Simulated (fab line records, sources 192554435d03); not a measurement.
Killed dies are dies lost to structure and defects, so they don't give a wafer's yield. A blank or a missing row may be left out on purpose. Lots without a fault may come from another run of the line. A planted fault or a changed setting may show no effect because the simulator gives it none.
Which tool did it? | flow n5_finfet | 11 lots, 32 wafers sampled, at 5 steps of a route of 1938

WHAT THE GAUGES READ, wafer by wafer
N5_BEOL_M6_INSPECT_58: inspects for defects (darkfield). Usual: raw_defect_count 65, standard deviation 22.
lot  | measured     | on                | raw_defect_count | flag
L394 | day 8 08:56  | defect_inspect-02 | 78 102 43        |
L395 | day 8 22:41  | defect_inspect-01 | 77 44 62         |
L398 | day 9 07:08  | defect_inspect-02 | 97 79 103        |
L397 | day 9 11:40  | defect_inspect-02 | 86 76 67         |
L396 | day 9 12:23  | defect_inspect-02 | 70 47 58         |
L400 | day 10 01:59 | defect_inspect-01 | 96 67 62         |
L401 | day 10 12:21 | defect_inspect-02 | 28 42 39         |
L403 | day 10 13:55 | defect_inspect-01 | 41 48 56         |
L402 | day 10 18:40 | defect_inspect-01 | 39 37 46         |
L411 | day 13 03:34 | defect_inspect-01 | 57 76            |
L416 | day 14 05:29 | defect_inspect-02 | 56 67 95         |

N5_BEOL_M7_CD_MEAS_28: target cd 40 nm. Usual: cd_nm 39.96 nm, standard deviation 0.27.
lot  | measured     | on        | cd_nm (nm)        | flag
L394 | day 8 14:17  | cd_sem-01 | 39.97 39.90 39.74 |
L395 | day 9 01:55  | cd_sem-01 | 40.25 39.90 39.92 |
L398 | day 9 10:28  | cd_sem-02 | 40.02 40.31 39.48 |
L397 | day 9 15:18  | cd_sem-01 | 39.93 39.35 40.00 |
L396 | day 9 17:04  | cd_sem-01 | 40.10 39.75 39.73 |
L400 | day 10 04:25 | cd_sem-01 | 40.10 40.19 40.05 |
L401 | day 10 15:14 | cd_sem-02 | 39.82 39.90 40.42 |
L403 | day 10 16:21 | cd_sem-01 | 39.94 40.06 39.76 |
L402 | day 10 23:08 | cd_sem-02 | 39.96 39.97 40.37 |
L411 | day 13 14:21 | cd_sem-01 | 39.72 38.55       | OFF
L416 | day 14 14:47 | cd_sem-03 | 40.24 40.40 40.18 |

WHICH TOOL RAN EACH LOT (tool, then ch and the chambers of the sampled wafers, then the start)
lot  | N5_BEOL_M7_CURE_74            | N5_BEOL_M7_STRIP_19                | N5_BEOL_M7_EXPOSE_25
L394 | uv_cure-01 ch 0, day 8 09:02  | rie_diel-05 ch 0,1,3, day 8 13:47  | euv_scanner-02 ch 0, day 8 14:09
L395 | uv_cure-02 ch 2, day 8 22:47  | rie_diel-03 ch 1,2, day 9 01:25    | euv_scanner-01 ch 0, day 9 01:47
L398 | uv_cure-02 ch 2, day 9 07:14  | rie_diel-03 ch 2,3, day 9 10:04    | euv_scanner-01 ch 0, day 9 10:20
L397 | uv_cure-02 ch 1, day 9 11:54  | rie_diel-04 ch 1,2,3, day 9 13:34  | euv_scanner-02 ch 0, day 9 15:10
L396 | uv_cure-03 ch 1, day 9 12:29  | rie_diel-03 ch 1,2,3, day 9 16:14  | euv_scanner-01 ch 0, day 9 16:55
L400 | uv_cure-03 ch 0, day 10 02:10 | rie_diel-03 ch 0,2,3, day 10 03:52 | euv_scanner-01 ch 0, day 10 04:18
L401 | uv_cure-02 ch 2, day 10 12:27 | rie_diel-03 ch 1,2, day 10 14:52   | euv_scanner-01 ch 0, day 10 15:06
L403 | uv_cure-02 ch 0, day 10 14:10 | rie_diel-05 ch 0,2,3, day 10 15:59 | euv_scanner-01 ch 0, day 10 16:14
L402 | uv_cure-01 ch 2, day 10 18:46 | rie_diel-05 ch 0,1,2, day 10 21:20 | euv_scanner-02 ch 0, day 10 23:01
L411 | uv_cure-01 ch 2, day 13 03:44 | rie_diel-03 ch 0,3, day 13 07:05   | euv_scanner-01 ch 0, day 13 14:13
L416 | uv_cure-03 ch 0, day 14 05:35 | rie_diel-05 ch 0,3, day 14 09:36   | euv_scanner-02 ch 0, day 14 14:39
- N5_BEOL_M7_CURE_74: cures SiCOH lowk, time 240 s.
- N5_BEOL_M7_STRIP_19: strips in O2.
- N5_BEOL_M7_EXPOSE_25: exposes mask V6, target cd 40 nm.

WHAT THE TOOLS THEMSELVES READ (means of the sampled wafers that have a number; where no wafer has one, the mark that the record gives instead)
N5_BEOL_M7_CURE_74. Usual: lamp_power_pct 52.31 %, standard deviation 0.053; wafer_temp_C_max 386.9, standard deviation 0.53.
lot  | tool       | lamp_power_pct (%) | wafer_temp_C_max | flag
L394 | uv_cure-01 | 52.31              | 387.1            |
L395 | uv_cure-02 | 52.31              | 386.8            |
L398 | uv_cure-02 | 52.29              | 386.5            |
L397 | uv_cure-02 | 52.33              | 386.6            |
L396 | uv_cure-03 | 52.33              | 387.5            |
L400 | uv_cure-03 | 52.27              | 387.1            |
L401 | uv_cure-02 | 52.25              | 386.8            |
L403 | uv_cure-02 | 52.26              | 386.4            |
L402 | uv_cure-01 | 52.30              | 386.8            |
L411 | uv_cure-01 | 52.30              | 387.1            |
L416 | uv_cure-03 | 52.26              | 387.3            |

N5_BEOL_M7_STRIP_19. Usual: drypump_motor_current_A 5.83 A, standard deviation 0.22; o2_flow_sccm 225.1 sccm, standard deviation 0.63; oes_product_au 0.79 a.u., standard deviation 0.094; rf_vpp_V 3.7 V, standard deviation 0.59; showerhead_plenum_p_Torr 2.11 Torr, standard deviation 0.09; throttle_valve_pct 16.77 %, standard deviation 0.24.
lot  | tool        | drypump_motor_current_A (A) | o2_flow_sccm (sccm) | oes_product_au (a.u.) | rf_vpp_V (V) | showerhead_plenum_p_Torr (Torr) | throttle_valve_pct (%) | flag
L394 | rie_diel-05 | 5.83                        | 225.5               | 0.71                  | 3.7          | 2.05                            | 16.92                  |
L395 | rie_diel-03 | 5.66                        | 224.8               | 0.75                  | 3.6          | 2.13                            | 16.85                  |
L398 | rie_diel-03 | 5.76                        | 225.0               | 0.91                  | 3.7          | 2.22                            | 16.52                  |
L397 | rie_diel-04 | 5.94                        | 224.8               | 0.84                  | 3.6          | 2.11                            | 16.56                  |
L396 | rie_diel-03 | 5.68                        | 224.9               | 0.82                  | 3.8          | 2.15                            | 16.70                  |
L400 | rie_diel-03 | 5.92                        | 224.7               | 0.81                  | 4.1          | 2.17                            | 16.75                  |
L401 | rie_diel-03 | 5.63                        | 225.7               | 0.74                  | 3.4          | 2.07                            | 16.85                  |
L403 | rie_diel-05 | 5.87                        | 225.2               | 0.76                  | 2.8          | 2.10                            | 16.95                  |
L402 | rie_diel-05 | 5.76                        | 225.3               | 0.84                  | 3.9          | 2.12                            | 16.76                  |
L411 | rie_diel-03 | 6.04                        | 224.8               | 0.79                  | 3.5          | 2.16                            | 16.74                  |
L416 | rie_diel-05 | 5.93                        | 224.9               | 0.78                  | 3.4          | 2.02                            | 16.86                  |

THE ANSWER, worked out from the rows above alone
Rule: a lot is off if the mean of its wafers that have a number lies more than 3 standard deviations from the usual mean. A lot without any number at a reading at which 4 lots or more have one is off too. The other lots that the step has rows for count as sound. The gauges are gone through in route order, then the tools' own readings, and for those a lot's mean is taken as printed above. The first step at which some lot is off is used, and at that step the reading that is off furthest; a lot without a number counts as furthest.
Off: L411, at N5_BEOL_M7_CD_MEAS_28 (cd_nm).
A tool fits if, at a process step before that reading, it ran every lot that is off, and no sound lot after the first of them. The gauges at N5_BEOL_M7_CD_MEAS_28 are tried like those tools. Can't be told from this: 4 tools fit, uv_cure-01 at N5_BEOL_M7_CURE_74, rie_diel-03 at N5_BEOL_M7_STRIP_19, euv_scanner-01 at N5_BEOL_M7_EXPOSE_25, cd_sem-01 at N5_BEOL_M7_CD_MEAS_28.

WHAT THE SIMULATOR HAD PUT IN
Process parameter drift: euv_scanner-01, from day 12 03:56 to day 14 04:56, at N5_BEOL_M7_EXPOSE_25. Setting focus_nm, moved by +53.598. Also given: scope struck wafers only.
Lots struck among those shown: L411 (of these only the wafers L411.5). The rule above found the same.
